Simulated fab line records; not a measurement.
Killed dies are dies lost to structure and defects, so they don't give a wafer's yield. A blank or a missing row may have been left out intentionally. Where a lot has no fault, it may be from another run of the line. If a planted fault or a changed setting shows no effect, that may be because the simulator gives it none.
fab line records	flow n5-finfet
[record] lots = 10	wafers = 26	last-day = 17
route steps=1938 shown DUMMY_GATE@240 SPACER0@259 BEOL_M4@1111 PASSIVATION@1936
lots with no fault: from the same line, run without faults
start-h: hours from the record's opening day to when the first of the lot's shown wafers began	wait-h: hours from the lot's prior step to this one	" as in the row above	L1.1+2: several wafers, shown together as one row	- either no value or no given start	* or withheld: withheld	< > ~ a bound
route shown NAME@n: names a module that has steps shown in the file, with the first one's number in the route	usual: mean/standard deviation of fault-free wafers	same: alike in all rows	chamber/n: place in a boat	sites: each site's reading	_std_site: standard deviation across them	_edge_site: the outer-site mean with the inner-site mean subtracted	radius-mm: how far each site lies from the wafer's centre	mask NAME#n: copy n	behind: the last tool/chamber to shape the wafer	hold: cause of the lot's hold/its duration in hours/its outcome	device: transistor that didn't switch, given as n, p or np	end of line: the tests these same wafers got at the end of their route	step lacking rows: just its recipe	killed: dies that structure and defects cost at the first sort, which is not the same as the wafer's yield	map: a wafer's dies, x killed, . not, _ none there
set.NAME: the run value of the setting; set.NAME@STEP: its run value at that earlier step	model.NAME: the simulator's own value behind a step, which no gauge read
a sample of lots followed through the steps of the route, with each step as a table and each wafer as a row
services: a tool's chamber out of use, with start hour (start-h, from the record's first day; less than 0 if before it), hours out, and reason
[[steps]]
[step N5_DUMMY_GATE_TRIM_49]
[recipe] chemistry = O2	resist = SOC	time-s = 29	target-cd-nm = 14	source-power-w = 300	bias-power-w = 0	O2_flow_sccm = 100	temp-c = 20
[usual] drypump-motor-current-A = 5.7/0.5	oes-product-au = 1.006/0.0086	throttle-valve-pct = 8.21/0.14
lot.wafer	tool	chamber	start-h	wait-h	drypump-motor-current-A	oes-product-au	rf-hours-counter-h	throttle-valve-pct
L396.3	rie-si-02	2	59.53	0.0	6.4	0.995	75	8.09
L396.4	"	0	"	"	6.0	1.010	126	8.18
L396.6	"	3	"	"	5.7	1.001	-	8.03
L397.4	rie-si-01	2	66.97	0.0	4.9	1.002	110	8.34
L397.5	"	1	"	"	5.3	0.994	-	8.20
L397.6	"	2	"	"	4.9	1.018	-	8.34
L400.1	rie-si-02	3	82.07	0.0	5.7	1.007	16	8.04
L400.6	"	1	"	"	6.5	1.003	-	8.22
L401.1	rie-si-01	0	88.30	0.0	5.1	0.991	140	8.34
L401.6	"	0	"	"	5.1	0.991	-	8.33
L403.2	rie-si-02	1	99.66	0.0	6.5	1.000	93	8.22
L408.1	rie-si-03	2	133.30	0.0	6.3	1.001	74	8.17
L408.2	"	0	"	"	5.7	1.011	193	7.99
L408.5	"	1	"	"	5.1	1.002	-	8.35
L410.3	rie-si-03	1	143.08	0.0	5.1	1.016	181	8.35
L410.4	"	2	"	"	6.4	1.010	74	8.18
L410.5	"	2	"	"	6.4	1.019	-	8.17
L411.1	rie-si-01	0	151.04	0.0	5.1	1.004	141	8.35
L411.2	"	3	"	"	5.7	0.992	127	8.36
L411.4	"	2	"	"	5.0	1.027	-	8.34
L416.3	rie-si-01	1	177.96	0.0	5.3	0.992	105	8.20
L416.4	"	3	"	"	5.7	0.996	128	8.35
L416.5	"	2	"	"	5.0	1.016	-	8.35
L417.4	rie-si-02	0	187.50	0.0	5.9	1.017	128	8.20
L417.5	"	1	"	"	6.5	0.987	-	8.25
L417.6	"	0	"	"	5.9	1.016	-	8.19
[step N5_DUMMY_GATE_STRIP_40]
[recipe] chemistry = CF4	resist = SiARC	power-w = 300	bias-power-w = 75	pressure-mtorr = 50	cf4-flow-sccm = 150	rf-frequency-hz = 6e+07
[usual] drypump-motor-current-A = 5.8/0.5	oes-product-au = 0.79/0.086	rf-vpp-V = 272.0/1.5	showerhead-plenum-p-Torr = 1.84/0.052	throttle-valve-pct = 13.51/0.24
lot.wafer	tool	chamber	start-h	wait-h	drypump-motor-current-A	oes-product-au	rf-hours-counter-h	rf-vpp-V	showerhead-plenum-p-Torr	throttle-valve-pct
L396.3	rie-diel-03	1	59.63	0.1	5.9	0.78	146	274.1	1.87	13.63
L396.4	"	0	"	"	5.2	0.76	-	274.5	1.87	13.26
L396.6	"	2	"	"	6.0	0.75	-	272.4	1.87	13.59
L397.4	rie-diel-06	2	67.06	0.1	6.4	0.73	165	269.6	1.72	13.99
L397.5	"	3	"	"	6.2	0.67	-	272.2	1.84	13.50
L397.6	"	2	"	"	6.4	0.73	-	271.1	1.72	14.01
L400.1	rie-diel-03	2	82.16	0.1	6.0	0.74	160	271.5	1.87	13.63
L400.6	"	2	"	"	6.0	0.74	-	272.9	1.87	13.63
L401.1	rie-diel-01	3	88.40	0.1	5.7	0.88	33	269.9	1.76	13.30
L401.6	"	3	"	"	5.7	0.87	-	270.2	1.76	13.30
L403.2	rie-diel-03	2	99.76	0.1	6.0	0.74	164	272.9	1.87	13.64
L408.1	rie-diel-06	3	133.40	0.1	6.2	0.93	7	270.6	1.84	12.96
L408.2	"	2	"	"	6.4	0.72	188	269.7	1.71	14.04
L408.5	"	2	"	"	6.4	0.72	-	270.3	1.71	14.03
L410.3	rie-diel-03	1	143.18	0.1	5.9	0.75	173	272.7	1.86	13.68
L410.4	"	2	"	"	6.0	0.73	178	270.8	1.86	13.67
L410.5	"	1	"	"	5.9	0.75	-	272.3	1.86	13.68
L411.1	rie-diel-03	1	151.32	0.2	5.9	0.76	175	271.4	1.86	13.72
L411.2	"	3	"	"	5.7	0.90	17	272.2	1.84	13.39
L411.4	"	2	"	"	6.0	0.73	180	272.7	1.86	13.67
L416.3	rie-diel-06	3	178.05	0.1	6.2	0.91	21	270.3	1.83	13.00
L416.4	"	1	"	"	5.9	0.92	13	270.3	1.83	13.20
L416.5	"	1	"	"	5.9	0.91	-	272.0	1.83	13.21
L417.4	rie-diel-03	0	187.81	0.3	5.3	0.72	173	273.0	1.86	13.34
L417.5	"	3	"	"	5.8	0.87	-	272.5	1.84	13.40
L417.6	"	0	"	"	5.3	0.73	-	272.3	1.85	13.34
[step N5_SPACER0_ALD_00]
[recipe] material = SiOCN	target-thk-a = 35	temp-c = 400	ald-precursor-family = alkyl-aminosilane	ald-co-reactant = O2/N2-plasma	pulse-time-s = 3	purge-time-s = 2	co-reactant-purge-time-s = 2	ald-cycles = 58	pressure-torr = 2
[usual] ald-cycles = 58/0	chamber-pressure-Torr = 2.000/0.0044	heater-power-w = 880/94	precursor-pulse-height-rel = 1.000/0.018
lot.wafer	tool	chamber	start-h	wait-h	ald-cycles	chamber-pressure-Torr	heater-power-w	precursor-pulse-height-rel
L396.3	ald-sin-03	1	60.83	0.1	58	1.999	910	0.997
L396.4	"	3	"	"	58	2.002	911	0.990
L396.6	"	0	"	"	58	2.006	917	1.001
L397.4	ald-sin-03	2	68.08	0.1	58	1.998	793	0.999
L397.5	"	1	"	"	58	2.009	938	1.003
L397.6	"	0	"	"	58	1.997	897	0.961
L400.1	ald-sin-03	0	83.40	0.1	67	1.997	906	1.006
L400.6	"	2	"	"	58	1.996	771	0.984
L401.1	ald-sin-03	2	90.03	0.1	67	1.992	772	0.969
L401.6	"	1	"	"	58	2.003	911	0.994
L403.2	ald-sin-03	2	100.90	0.1	58	1.999	771	0.991
L408.1	ald-sin-01	2	135.53	0.1	58	2.001	884	1.003
L408.2	"	1	"	"	58	2.003	875	0.980
L408.5	"	0	"	"	58	1.996	1060	0.992
L410.3	ald-sin-01	0	145.14	0.1	58	1.994	1092	0.998
L410.4	"	1	"	"	58	2.007	851	1.025
L410.5	"	1	"	"	58	2.003	847	1.023
L411.1	ald-sin-03	3	152.48	0.1	58	2.001	895	0.974
L411.2	"	2	"	"	58	2.001	773	0.978
L411.4	"	0	"	"	58	1.996	908	1.004
L416.3	ald-sin-02	1	179.08	0.1	58	1.993	925	0.988
L416.4	"	0	"	"	58	1.999	895	0.998
L416.5	"	0	"	"	58	2.000	886	1.016
L417.4	ald-sin-01	3	190.80	0.1	58	2.001	667	1.016
L417.5	"	3	"	"	58	2.002	674	1.007
L417.6	"	0	"	"	58	1.989	1082	1.011
[step N5_SPACER0_INSPECT_04]
[recipe] inspect-instrument = darkfield	mode = post-dep
[usual] raw-defect-count = 148/39
lot.wafer	tool	chamber	start-h	wait-h	raw-defect-count
L396.3	defect-inspect-02	-	61.24	0.1	118
L396.4	"	-	"	"	104
L396.6	"	-	"	"	124
L397.4	defect-inspect-01	-	68.50	0.1	152
L397.5	"	-	"	"	233
L397.6	"	-	"	"	140
L400.1	defect-inspect-02	-	83.81	0.1	123
L400.6	"	-	"	"	133
L401.1	defect-inspect-02	-	90.44	0.1	95
L401.6	"	-	"	"	170
L403.2	defect-inspect-01	-	101.32	0.1	174
L408.1	defect-inspect-01	-	135.94	0.1	84
L408.2	"	-	"	"	106
L408.5	"	-	"	"	131
L410.3	defect-inspect-01	-	145.56	0.1	134
L410.4	"	-	"	"	109
L410.5	"	-	"	"	95
L411.1	defect-inspect-02	-	152.89	0.1	77
L411.2	"	-	"	"	86
L411.4	"	-	"	"	137
L416.3	defect-inspect-02	-	179.50	0.1	116
L416.4	"	-	"	"	169
L416.5	"	-	"	"	216
L417.4	defect-inspect-02	-	191.22	0.1	141
L417.5	"	-	"	"	166
L417.6	"	-	"	"	213
[step N5_BEOL_M4_RC_MEAS_101]
[usual] DIBL_N = 36.2/1.5	DIBL_P = 36.2/1.7	IOFF_N = 0.155/0.021	IOFF_P = 0.216/0.026	ION_N = 674/11	ION_P = 464/6.8	REXT_N = 75.5/1.6	REXT_P = 100.0/2.4	SS_N = 71.5/0.56	SS_P = 73.3/0.6	VT_N = 250.2/2.6	VT_P = -249.3/2.5
lot.wafer	tool	chamber	start-h	wait-h	DIBL_N[mV/V]	DIBL_P[mV/V]	IOFF_N[nA/um]	IOFF_P[nA/um]	ION_N[uA/um]	ION_P[uA/um]	REXT_N[ohm.um]	REXT_P[ohm.um]	SS_N[mV/dec]	SS_P[mV/dec]	VT_N[mV]	VT_P[mV]
L397.4	prober-02	0	178.52	0.5	35.8	34.8	0.133	0.179	674	456	77.2	103.2	71.3	73.2	250.0	-252.9
L397.5	"	0	"	"	33.5	32.8	0.108	0.158	656	457	76.1	102.6	70.9	72.7	252.9	-253.1
L397.6	"	0	"	"	35.1	34.3	0.125	0.183	656	458	78.0	102.8	70.8	72.8	252.4	-253.5
L396.3	prober-01	0	178.64	0.3	36.1	36.1	0.164	0.235	669	464	77.9	97.7	71.8	73.6	247.7	-247.4
L396.4	"	0	"	"	33.8	33.9	0.140	0.190	677	470	76.5	97.8	71.4	72.2	251.1	-251.2
L396.6	"	0	"	"	35.9	36.0	0.167	0.228	660	462	77.1	99.9	72.2	74.4	247.7	-248.1
L400.1	prober-01	0	200.25	0.3	34.6	36.9	0.132	0.177	665	454	83.4	109.6	71.4	74.0	252.6	-254.6
L400.6	"	0	"	"	36.8	38.0	0.164	0.217	679	458	77.7	102.4	71.8	73.7	249.1	-251.1
L401.1	prober-02	0	202.61	0.0	35.6	36.0	0.144	0.207	646	443	82.9	111.4	71.7	73.2	253.5	-251.3
L401.6	"	0	"	"	36.1	36.3	0.163	0.241	688	472	75.9	102.7	71.6	74.4	246.4	-247.0
L403.2	prober-01	0	217.42	0.2	34.8	36.4	0.145	0.204	672	460	74.4	99.6	72.3	73.4	253.2	-250.8
L408.1	prober-01	0	243.14	0.0	35.9	37.0	0.148	0.195	679	457	74.5	103.6	71.0	73.3	252.3	-253.9
L408.2	"	0	"	"	34.9	35.6	0.132	0.174	663	454	75.3	104.0	71.6	73.0	253.1	-255.1
L408.5	"	0	"	"	35.9	36.9	0.158	0.200	666	458	74.2	102.9	71.6	72.6	249.4	-254.0
L410.3	prober-02	0	265.14	0.3	38.5	38.7	0.183	0.238	668	458	73.8	98.5	72.5	74.1	251.9	-248.7
L410.4	"	0	"	"	38.2	39.2	0.189	0.261	686	475	73.8	96.3	72.6	73.4	245.3	-245.7
L410.5	"	0	"	"	37.7	38.4	0.169	0.238	692	471	73.4	97.2	72.5	73.2	250.2	-248.6
L411.1	prober-01	0	271.15	0.0	35.3	35.2	0.145	0.212	668	471	74.2	100.4	70.9	73.3	250.6	-246.6
L411.2	"	0	"	"	35.6	36.4	0.159	0.239	680	476	73.8	100.7	71.2	73.7	248.2	-248.1
L411.4	"	0	"	"	37.2	37.6	0.184	0.257	686	473	73.4	101.1	72.1	73.9	248.1	-246.3
L416.3	prober-01	0	309.20	0.3	35.9	35.9	0.162	0.202	665	453	76.8	101.9	71.4	73.7	252.5	-249.9
L416.4	"	0	"	"	35.2	35.6	0.155	0.196	680	465	76.0	100.8	71.6	74.0	249.2	-249.9
L416.5	"	0	"	"	35.2	35.6	0.155	0.192	687	464	75.9	100.9	70.9	74.0	250.3	-248.8
L417.4	prober-02	0	310.93	0.5	36.5	37.6	0.158	0.223	681	473	73.0	97.1	71.0	73.7	249.6	-246.7
L417.5	"	0	"	"	36.8	37.6	0.148	0.227	655	462	75.4	97.6	71.7	73.4	254.4	-250.3
L417.6	"	0	"	"	36.4	38.0	0.161	0.230	679	478	73.6	97.2	71.5	73.2	250.5	-249.6
[step N5_PASSIVATION_PROBE_49]
[usual] defect-limited-yield = 91.3/1.3	killed_at_M0_to_M3 = 32/11	killed_at_M4_up = 15/5.6	killed-at-contacts = 12/6	killed-at-front-end = 40/11	killed-at-other = 3.5/2.6	killed-dies = 102/15	killed-open = 67/12	killed-short = 34/7.3	sort_bin_5_function = 5.1/0.85	sort_bin_6_memory = 3.2/0.61	sort_bin_8_speed = 0/0	sort-n-pass = 1078/15	sort-yield-pct = 91.3/1.3
[same] gross-dies = 1180	killed-at-back-side = 0	sort_bin_4_leakage[%] = 0
lot.wafer	tool	chamber	start-h	wait-h	defect-limited-yield[%]	killed_at_M0_to_M3	killed_at_M4_up	killed-at-contacts	killed-at-front-end	killed-at-other	killed-dies	killed-open	killed-short	sort_bin_5_function[%]	sort_bin_6_memory[%]	sort_bin_8_speed[%]	sort-n-pass	sort-yield-pct[%]
L396.3	prober-02	-	287.91	0.6	91.4	42	14	5	37	3	101	61	39	4.5	3.7	0	1079	91.4
L396.4	prober-02	-	287.96	0.6	90.2	42	23	10	36	5	116	71	45	5.9	3.6	0	1064	90.2
L396.6	prober-02	-	288.06	0.7	91.9	43	14	11	26	2	96	60	36	4.7	3.2	0	1084	91.9
L397.4	prober-02	-	288.26	0.5	92.7	27	8	11	38	2	86	49	37	4.9	2.1	0	1094	92.7
L397.5	prober-02	-	288.31	0.5	93.2	26	9	8	35	2	80	55	22	4.0	2.5	0	1100	93.2
L397.6	prober-02	-	288.36	0.6	92.9	28	14	5	37	0	84	61	21	4.3	2.5	0	1096	92.9
L401.1	prober-02	-	299.93	0.0	93.0	20	14	14	31	4	83	48	35	3.6	3.1	0.17	1095	92.8
L401.6	prober-02	-	300.18	0.3	91.1	28	19	10	38	10	105	75	30	5.5	2.9	0	1075	91.1
L400.1	prober-02	-	303.73	0.0	90.5	33	11	19	45	4	112	77	35	5.1	3.9	0	1068	90.5
L400.6	prober-02	-	303.98	0.3	91.5	38	15	9	33	5	100	63	34	4.7	3.4	0	1080	91.5
L403.2	prober-01	-	319.99	0.1	91.9	32	10	9	38	6	95	61	32	5.5	2.4	0	1085	91.9
L408.1	prober-02	-	344.71	0.0	91.3	35	19	8	41	0	103	69	33	4.7	3.8	0	1077	91.3
L408.2	prober-02	-	344.76	0.1	90.7	31	19	15	44	1	110	82	28	6.4	2.8	0	1070	90.7
L408.5	prober-02	-	344.91	0.2	91.2	45	12	12	31	4	104	68	34	5.4	3.2	0	1076	91.2
L411.1	prober-02	-	361.00	0.0	91.8	35	14	10	33	5	97	64	33	4.7	3.0	0	1083	91.8
L411.2	prober-02	-	361.05	0.1	91.4	35	25	9	27	6	102	65	35	4.6	3.4	0	1078	91.4
L411.4	prober-02	-	361.15	0.2	92.9	26	24	12	17	5	84	58	25	5.1	2.0	0	1096	92.9
L410.3	prober-01	-	361.76	0.1	91.7	15	12	9	58	4	98	78	20	4.7	3.6	0	1082	91.7
L410.4	prober-01	-	361.81	0.2	90.1	22	27	14	53	1	117	73	43	6.2	3.5	0	1063	90.1
L410.5	prober-01	-	361.86	0.2	89.3	23	20	14	64	5	126	81	41	6.3	3.4	0	1054	89.3
L416.3	prober-02	-	410.14	0.1	94.9	17	9	11	22	1	60	36	24	2.6	2.1	0	1120	94.9
L416.4	prober-02	-	410.19	0.2	92.5	16	10	18	44	1	89	59	27	4.0	3.2	0	1091	92.5
L416.5	prober-02	-	410.24	0.2	93.9	20	6	7	38	1	72	50	22	3.4	2.6	0	1108	93.9
L417.4	prober-02	-	413.61	0.2	92.7	22	6	28	29	1	86	66	20	4.6	2.6	0	1094	92.7
L417.5	prober-02	-	413.66	0.2	92.2	28	8	27	28	1	92	68	24	3.3	4.3	0	1088	92.2
L417.6	prober-02	-	413.71	0.3	91.4	29	12	21	34	5	101	73	28	4.9	3.1	0	1079	91.4
// killed by level:class
L396.3 FIN_SAQP:geometric-particle:short=13 BEOL_M1:geometric-particle:open=10 FIN_SAQP:geometric-particle:open=7 BEOL_M1:geometric-particle:short=7 BEOL_M4:geometric-particle:open=7 BEOL_M0_SAQP:geometric-particle:short=6 BEOL_M3:geometric-particle:open=6 MOL_CONTACT_COAG:geometric-particle:open=5
L396.4 BEOL_M4:geometric-particle:open=12 BEOL_M0_SAQP:geometric-particle:open=11 BEOL_M0_SAQP:geometric-particle:short=10 FIN_SAQP:geometric-particle:short=9 MOL_CONTACT_COAG:geometric-particle:open=9 BEOL_M2:geometric-particle:open=9 STI_FIN_REVEAL:geometric-particle:open=7 BEOL_M1:geometric-particle:open=6
L396.6 BEOL_M2:geometric-particle:open=11 BEOL_M0_SAQP:geometric-particle:short=10 BEOL_M0_SAQP:geometric-particle:open=9 MOL_CONTACT_COAG:geometric-particle:open=8 BEOL_M1:geometric-particle:open=7 DUMMY_GATE:geometric-particle:open=6 FIN_SAQP:geometric-particle:short=5 FIN_SAQP:geometric-particle:open=4
L397.4 BEOL_M0_SAQP:geometric-particle:short=9 STI_FIN_REVEAL:geometric-particle:open=8 FIN_SAQP:geometric-particle:short=7 MOL_CONTACT_COAG:geometric-particle:open=7 BEOL_M0_SAQP:geometric-particle:open=6 BEOL_M1:geometric-particle:open=5 ILD0:geometric-particle:short=4 MOL_CONTACT_COAG:geometric-particle:short=4
L397.5 STI_FIN_REVEAL:geometric-particle:open=12 BEOL_M1:geometric-particle:open=10 MOL_CONTACT_COAG:geometric-particle:open=7 BEOL_M2:geometric-particle:open=5 STARTING-WAFER:geometric-particle:short=4 FIN_SAQP:geometric-particle:short=3 ILD0:geometric-particle:short=3 BEOL_M0_SAQP:geometric-particle:short=3
L397.6 STI_FIN_REVEAL:geometric-particle:open=11 BEOL_M1:geometric-particle:open=8 FIN_SAQP:geometric-particle:open=6 BEOL_M4:geometric-particle:open=6 MOL_CONTACT_COAG:geometric-particle:open=5 BEOL_M0_SAQP:geometric-particle:open=5 BEOL_M2:geometric-particle:open=5 STARTING-WAFER:geometric-particle:open=4
L401.1 FIN_SAQP:geometric-particle:short=9 MOL_CONTACT_COAG:geometric-particle:open=9 BEOL_M0_SAQP:geometric-particle:open=6 BEOL_M1:geometric-particle:short=6 BEOL_M4:geometric-particle:open=6 FIN_SAQP:geometric-particle:open=5 MOL_CONTACT_COAG:geometric-particle:short=5 BEOL_M2:geometric-particle:open=4
L401.6 BEOL_M4:geometric-particle:open=15 FIN_SAQP:geometric-particle:open=11 BEOL_M0_SAQP:geometric-particle:open=11 FIN_SAQP:geometric-particle:short=10 MOL_CONTACT_COAG:geometric-particle:open=8 BEOL_M3:geometric-particle:open=6 PASS1_CAP:geometric-particle:open=5 STARTING-WAFER:geometric-particle:open=5
L400.1 MOL_CONTACT_COAG:geometric-particle:open=18 STI_FIN_REVEAL:geometric-particle:open=11 BEOL_M0_SAQP:geometric-particle:short=9 DUMMY_GATE:geometric-particle:open=7 BEOL_M2:geometric-particle:open=7 BEOL_M4:geometric-particle:open=6 FIN_SAQP:geometric-particle:short=6 FIN_SAQP:geometric-particle:open=5
L400.6 DUMMY_GATE:geometric-particle:open=10 BEOL_M0_SAQP:geometric-particle:short=9 BEOL_M0_SAQP:geometric-particle:open=8 BEOL_M2:geometric-particle:open=8 BEOL_M4:geometric-particle:open=7 MOL_CONTACT_COAG:geometric-particle:open=6 SPACER0:geometric-particle:short=5 BEOL_M3:geometric-particle:open=5
L403.2 BEOL_M0_SAQP:geometric-particle:short=11 BEOL_M0_SAQP:geometric-particle:open=9 DUMMY_GATE:geometric-particle:open=7 MOL_CONTACT_COAG:geometric-particle:open=7 FIN_SAQP:geometric-particle:open=5 STI_FIN_REVEAL:geometric-particle:open=5 BEOL_M3:geometric-particle:open=5 BEOL_M8:geometric-particle:open=4
L408.1 STI_FIN_REVEAL:geometric-particle:open=12 BEOL_M4:geometric-particle:open=8 BEOL_M1:geometric-particle:open=7 BEOL_M2:geometric-particle:open=7 FIN_SAQP:geometric-particle:short=6 BEOL_M0_SAQP:geometric-particle:short=6 BEOL_M3:geometric-particle:open=6 FIN_SAQP:geometric-particle:open=5
L408.2 STI_FIN_REVEAL:geometric-particle:open=17 MOL_CONTACT_COAG:geometric-particle:open=10 BEOL_M0_SAQP:geometric-particle:open=8 FIN_SAQP:geometric-particle:open=7 BEOL_M4:geometric-particle:open=6 MOL_CONTACT_COAG:geometric-particle:short=5 BEOL_M3:geometric-particle:open=5 BEOL_M0_SAQP:geometric-particle:short=4
L408.5 BEOL_M3:geometric-particle:open=9 MOL_CONTACT_COAG:geometric-particle:open=8 BEOL_M0_SAQP:geometric-particle:short=6 BEOL_M1:geometric-particle:open=6 BEOL_M2:geometric-particle:open=6 STI_FIN_REVEAL:geometric-particle:open=5 BEOL_M0:geometric-particle:open=5 ILD0:geometric-particle:open=4
L411.1 BEOL_M0_SAQP:geometric-particle:open=11 FIN_SAQP:geometric-particle:short=8 MOL_CONTACT_COAG:geometric-particle:open=8 FIN_SAQP:geometric-particle:open=7 STI_FIN_REVEAL:geometric-particle:open=6 BEOL_M4:geometric-particle:open=6 BEOL_M0_SAQP:geometric-particle:short=5 BEOL_M1:geometric-particle:short=5
L411.2 BEOL_M4:geometric-particle:open=19 BEOL_M0_SAQP:geometric-particle:short=14 BEOL_M0_SAQP:geometric-particle:open=10 MOL_CONTACT_COAG:geometric-particle:open=8 GATE_CUT:geometric-particle:short=7 GATE_CUT:geometric-particle:open=7 PASS1_CAP:geometric-particle:open=3 FIN_SAQP:geometric-particle:open=3
L411.4 BEOL_M4:geometric-particle:open=13 MOL_CONTACT_COAG:geometric-particle:open=8 DUMMY_GATE:geometric-particle:open=5 BEOL_M0_SAQP:geometric-particle:open=5 BEOL_M0_SAQP:geometric-particle:short=5 BEOL_M1:geometric-particle:open=5 FIN_SAQP:geometric-particle:open=4 MOL_CONTACT_COAG:geometric-particle:short=4
L410.3 STI_FIN_REVEAL:geometric-particle:open=24 FIN_SAQP:geometric-particle:open=12 MOL_CONTACT_COAG:geometric-particle:open=9 BEOL_M3:geometric-particle:open=6 BEOL_M3:geometric-particle:short=5 BEOL_M4:geometric-particle:open=5 FIN_SAQP:geometric-particle:short=4 STI_FIN_REVEAL:geometric-particle:short=4
L410.4 FIN_SAQP:geometric-particle:short=19 STI_FIN_REVEAL:geometric-particle:open=13 BEOL_M4:geometric-particle:open=9 FIN_SAQP:geometric-particle:open=8 MOL_CONTACT_COAG:geometric-particle:open=8 MOL_CONTACT_COAG:geometric-particle:short=6 BEOL_M3:geometric-particle:open=6 BEOL_M5:geometric-particle:open=6
L410.5 FIN_SAQP:geometric-particle:open=14 STI_FIN_REVEAL:geometric-particle:open=14 MOL_CONTACT_COAG:geometric-particle:open=11 FIN_SAQP:geometric-particle:short=10 BEOL_M4:geometric-particle:open=8 STI_FIN_REVEAL:geometric-particle:short=7 BEOL_M3:geometric-particle:open=7 GATE_CUT:geometric-particle:short=5
L416.3 MOL_CONTACT_COAG:geometric-particle:open=8 BEOL_M1:geometric-particle:open=6 FIN_SAQP:geometric-particle:short=5 STI_FIN_REVEAL:geometric-particle:open=5 GATE_CUT:geometric-particle:short=4 BEOL_M0_SAQP:geometric-particle:short=4 MOL_CONTACT_COAG:geometric-particle:short=3 BEOL_M2:geometric-particle:open=3
L416.4 MOL_CONTACT_COAG:geometric-particle:open=14 FIN_SAQP:geometric-particle:open=7 STI_FIN_REVEAL:geometric-particle:open=6 BEOL_M2:geometric-particle:open=6 FIN_SAQP:geometric-particle:short=5 DUMMY_GATE:geometric-particle:open=4 ILD0:geometric-particle:short=4 GATE_CUT:geometric-particle:short=4
L416.5 BEOL_M2:geometric-particle:open=8 GATE_CUT:geometric-particle:short=7 FIN_SAQP:geometric-particle:open=6 FIN_SAQP:geometric-particle:short=6 STI_FIN_REVEAL:geometric-particle:open=6 MOL_CONTACT_COAG:geometric-particle:open=6 BEOL_M0_SAQP:geometric-particle:open=5 DUMMY_GATE:geometric-particle:open=3
L417.4 MOL_CONTACT_COAG:geometric-particle:open=21 BEOL_M2:geometric-particle:open=8 MOL_CONTACT_COAG:geometric-particle:short=7 BEOL_M1:geometric-particle:open=6 ILD0:geometric-particle:open=5 BEOL_M0_SAQP:geometric-particle:open=4 STI_FIN_REVEAL:geometric-particle:open=3 DUMMY_GATE:geometric-particle:open=3
L417.5 MOL_CONTACT_COAG:geometric-particle:open=23 STI_FIN_REVEAL:geometric-particle:open=6 BEOL_M3:geometric-particle:open=6 FIN_SAQP:geometric-particle:short=5 BEOL_M0_SAQP:geometric-particle:open=5 BEOL_M2:geometric-particle:open=5 BEOL_M1:geometric-particle:open=4 MOL_CONTACT_COAG:geometric-particle:short=4
L417.6 MOL_CONTACT_COAG:geometric-particle:open=16 BEOL_M2:geometric-particle:open=9 STI_FIN_REVEAL:geometric-particle:open=8 BEOL_M0_SAQP:geometric-particle:open=7 FIN_SAQP:geometric-particle:open=5 FIN_SAQP:geometric-particle:short=5 DUMMY_GATE:geometric-particle:open=5 MOL_CONTACT_COAG:geometric-particle:short=5
[[services]]
tool	chamber	start-h	hours	kind
rie-si-02	2	39.69	1.8	repair
ald-sin-02	-	40.35	0.2	repair
ald-sin-02	-	43.75	2.8	pm
rie-diel-03	3	56.96	-	clean
rie-diel-03	3	56.96	-	consumable-replace:focus-ring
rie-si-03	-	60.91	0.3	repair
ald-sin-02	2	75.94	10.8	repair
rie-diel-01	3	77.93	7.1	repair
rie-si-01	0	78.03	1.2	repair
rie-diel-06	1	79.16	7.4	repair
ald-sin-01	-	85.25	14.0	pm
rie-diel-03	3	110.81	7.3	repair
ald-sin-02	0	119.88	8.3	repair
rie-si-03	3	130.71	8.9	repair
rie-diel-03	0	139.33	1.5	repair
rie-diel-01	2	145.18	8.5	repair
rie-si-01	1	149.39	2.1	repair
rie-diel-01	3	163.44	4.6	repair
rie-si-01	0	169.03	3.3	repair
ald-sin-03	-	176.75	14.0	pm
rie-diel-06	2	178.70	3.8	repair
rie-si-03	0	182.25	5.8	repair
rie-diel-01	0	184.02	9.1	repair
rie-diel-01	2	185.47	12.7	repair
[[key]]
[first-sign] step = N5_SPACER0_ALD_00	reading = ald-cycles	direction = up	sigmas = 99+	usual = *	struck = *
[effect] step = N5_BEOL_M4_RC_MEAS_101	reading = REXT_N	direction = up	sigmas = 4.9	usual = 75.5	struck = 83.1
[effect] step = N5_BEOL_M4_RC_MEAS_101	reading = REXT_P	direction = up	sigmas = 4.4	usual = 100.0	struck = 110.5
met-at N5_SPACER0_ALD_00
struck-lots L400,L401
struck-wafers L400.1,L401.1
not-acting-at N5_DUMMY_GATE_TRIM_49,N5_DUMMY_GATE_STRIP_40,N5_SPACER0_INSPECT_04
onset-between 68.08 83.40
[fault] kind = process-parameter-drift	tool = ald-sin-03	chamber = -	onset-h = 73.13	steps = N5_SPACER0_ALD_00	channel = ald-cycles	offset = *	shape = step	end-h = 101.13	scope = struck-wafers-only	acts-in = *	stated = *
